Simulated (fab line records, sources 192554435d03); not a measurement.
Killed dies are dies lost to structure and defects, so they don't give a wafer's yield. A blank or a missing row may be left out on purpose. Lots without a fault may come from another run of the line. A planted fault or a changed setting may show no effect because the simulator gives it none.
Chamber matching | flow n5_finfet | N5_BEOL_M10_CURE_71 on uv_cure-03: 3 sister chambers
The step cures SiCOH lowk, time 240 s. 3 wafers are shown with their chamber, then 9 later ones without.

WAFERS WITH THEIR CHAMBER
wafer  | chamber | wafer_temp_C_max
L074.5 | 0       | 387.2
L091.6 | 1       | 386.7
L089.6 | 2       | 386.1

WAFERS WITHOUT THEIR CHAMBER
wafer  | wafer_temp_C_max
L089.2 | 386.0
L089.3 | 386.4
L089.5 | 386.1
L094.2 | 385.8
L094.3 | 386.0
L094.4 | 386.4
L096.1 | 386.0
L096.2 | 386.4
L096.6 | 386.0

WHICH CHAMBER EACH WENT THROUGH
wafer  | from the rows above     | in truth
L089.2 | 2                       | 2
L089.3 | can't be placed: 2 or 1 | 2
L089.5 | 2                       | 2
L094.2 | 2                       | 2
L094.3 | 2                       | 2
L094.4 | can't be placed: 2 or 1 | 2
L096.1 | 2                       | 2
L096.2 | can't be placed: 2 or 1 | 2
L096.6 | 2                       | 2
Placed correctly: 6 of 9. Can't be placed from these rows: 3 (the true chamber is among the candidates in 3). Placed wrongly: 0.
How it was worked out, from the rows above alone: a wafer's distance from a chamber is the root of the sum, over the readings, of the square of ((its reading less the chamber's mean) divided by the reading's scatter). The wafer belongs to the nearest chamber; if the next one is less than 2 further off, it can't be placed. A chamber's mean is the mean of its shown wafers. The scatter: with one shown wafer a chamber, the root of the mean of the squares of how far each hidden wafer lies from its nearest shown one.
